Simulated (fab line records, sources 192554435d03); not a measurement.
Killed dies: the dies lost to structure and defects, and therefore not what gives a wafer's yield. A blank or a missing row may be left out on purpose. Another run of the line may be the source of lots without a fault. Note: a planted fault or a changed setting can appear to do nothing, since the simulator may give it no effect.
Matching of chambers ; flow n5-finfet ; N5_FIN_SAQP_MANDREL2_REMOVE_60 on rie-si-05: 4 sister chambers
The step chemistry HBr/Cl2/O2, target a-Si, stops on SiNx, bt time 10 s. 8 wafers are shown with their chamber, then 11 later ones without.

WAFERS, EACH WITH ITS CHAMBER
wafer;chamber;drypump-motor-current-A (A);oes-product-au (a.u.)
L079.2;2;6.1;0.984
L080.6;0;5.7;0.995
L083.5;0;5.7;0.994
L083.6;1;5.6;0.988
L084.1;1;5.6;0.998
L084.3;2;6.2;0.996
L084.6;3;6.2;1.015
L088.1;3;6.2;1.018

WAFERS WITH NO CHAMBER GIVEN
wafer;drypump-motor-current-A (A);oes-product-au (a.u.)
L088.2;5.7;0.999
L088.5;5.6;1.005
L092.2;6.2;1.006
L092.5;5.6;0.989
L092.6;6.2;1.015
L094.1;6.1;0.983
L094.5;6.2;1.021
L094.6;5.7;1.001
L095.2;5.6;0.995
L095.3;6.2;1.019
L095.5;5.6;0.997

THE CHAMBER EACH PASSED THROUGH
wafer;from the rows above;in truth
L088.2;0;0
L088.5;can't be placed: 1 or 0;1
L092.2;can't be placed: 3 or 2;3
L092.5;1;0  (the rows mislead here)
L092.6;3;3
L094.1;2;2
L094.5;3;3
L094.6;0;0
L095.2;1;1
L095.3;3;3
L095.5;1;1
8 of 11 placed correctly. Can't be placed from these rows: 2 (the true chamber is among the candidates in 2). 1 placed wrongly.
How it was worked out, from the rows above alone: a wafer's distance from a chamber is the root of the sum, over the readings, of the square of ((its reading less the chamber's mean) divided by the reading's scatter). If the next closest chamber is less than 2 further off than the closest, the wafer can't be placed; otherwise it belongs to the closest. The mean given for a chamber averages the wafers shown for that chamber. The scatter: the root of (the sum of the squares of (reading less its chamber's mean) over the shown wafers, divided by (wafers less chambers)).
